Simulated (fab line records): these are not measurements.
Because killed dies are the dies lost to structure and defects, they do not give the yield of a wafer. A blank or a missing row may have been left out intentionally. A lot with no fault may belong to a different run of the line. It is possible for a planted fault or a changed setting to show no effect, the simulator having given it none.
The tool behind it: which one? -- flow n5 finfet -- 30 wafers from 10 lots sampled at 4 of the route's 1938 steps

== WHAT EACH GAUGE READ, for each wafer ==
N5_BEOL_M0_SAQP_CD_MEAS_14: the cd target is 42.5 nm.
lot,measured,on,cd nm (nm)
L898,day 5 14:52,cd sem-03,42.4 42.7 42.3
L899,day 5 18:24,cd sem-03,42.3 42.0 42.1
L902,day 6 12:25,cd sem-02,39.2 38.9 38.9
L903,day 7 00:34,cd sem-02,40.4 39.9 39.9
L904,day 7 03:31,cd sem-03,39.8 39.4 39.8
L910,day 8 18:54,cd sem-01,42.8 42.9 42.5
L914,day 9 20:59,cd sem-03,42.4 42.4 42.4
L917,day 10 07:13,cd sem-03,43.1 42.9 43.2
L918,day 10 10:44,cd sem-02,43.0 42.6 42.7
L921,day 11 04:20,cd sem-01,42.4 42.6 42.6

== TOOL THAT RAN EACH LOT (tool first, then ch and the chambers of the sampled wafers, then the start) ==
lot,N5_BEOL_M0_SAQP_ILD_DEP_01,N5_BEOL_M0_SAQP_HM_DEP_111,N5_BEOL_M0_SAQP_PEB_12
L898,"pecvd-04 ch 0,1,2, day 5 12:52","pecvd-01 ch 0,1,2, day 5 14:32","litho track-01 ch 0, day 5 14:47"
L899,"pecvd-03 ch 0,2, day 5 15:53","pecvd-03 ch 1,2, day 5 18:05","litho track-05 ch 0, day 5 18:20"
L902,"pecvd-04 ch 0,1,2, day 6 10:52","pecvd-04 ch 0,1,2, day 6 12:06","litho track-01 ch 0, day 6 12:21"
L903,"pecvd-04 ch 0,1,2, day 6 23:17","pecvd-01 ch 0,1,2, day 7 00:15","litho track-01 ch 0, day 7 00:30"
L904,"pecvd-03 ch 1,2, day 7 02:17","pecvd-03 ch 1,2, day 7 03:10","litho track-01 ch 0, day 7 03:26"
L910,"pecvd-04 ch 1,2, day 8 16:37","pecvd-03 ch 0,2, day 8 18:23","litho track-04 ch 0, day 8 18:50"
L914,"pecvd-01 ch 0,1,2, day 9 18:13","pecvd-01 ch 0,1,2, day 9 20:32","litho track-01 ch 0, day 9 20:55"
L917,"pecvd-04 ch 1,2, day 10 04:51","pecvd-04 ch 1,2, day 10 06:44","litho track-04 ch 0, day 10 07:08"
L918,"pecvd-03 ch 0,1, day 10 07:50","pecvd-01 ch 0,1, day 10 10:17","litho track-01 ch 0, day 10 10:40"
L921,"pecvd-01 ch 0,2, day 11 03:07","pecvd-04 ch 0,2, day 11 04:01","litho track-01 ch 0, day 11 04:16"
- N5_BEOL_M0_SAQP_ILD_DEP_01: deposits SiOC from DEMS/O2, target thk 45.419 nm, time 8.7 s.
- N5_BEOL_M0_SAQP_HM_DEP_111: deposits SiO2 from SiH4/N2O, target thk 12 nm, time 7.2 s.
- N5_BEOL_M0_SAQP_PEB_12: peb time 60 s.

== THE ANSWER, worked out from the rows above alone ==
Rule: the usual values come from the lots themselves. Put in order of their means at a reading, lots are off if they are a third of the lots or fewer, leave a main group of 4 or more, and stand apart from it by a gap of 3 or more times the standard deviation of the main group's means; of several such gaps the widest counts. The tables above print the reading to a certain number of digits; a main group whose means all agree to those digits is not used. Also off: a lot with no number at a reading for which 4 or more lots have one. All remaining lots with rows at the step are treated as sound.
Off: L902, L903, L904 (N5_BEOL_M0_SAQP_CD_MEAS_14, cd nm). Mean 42.6 nm and standard deviation 0.28 in the main group.
If a tool, at a process step before that reading, ran all the lots that are off and no sound lot after the first of them, it fits. Those tools and the gauges at N5_BEOL_M0_SAQP_CD_MEAS_14 are tried in the same way. Of those tried, none fits.

== WHAT HAD BEEN PUT IN BY THE SIMULATOR ==
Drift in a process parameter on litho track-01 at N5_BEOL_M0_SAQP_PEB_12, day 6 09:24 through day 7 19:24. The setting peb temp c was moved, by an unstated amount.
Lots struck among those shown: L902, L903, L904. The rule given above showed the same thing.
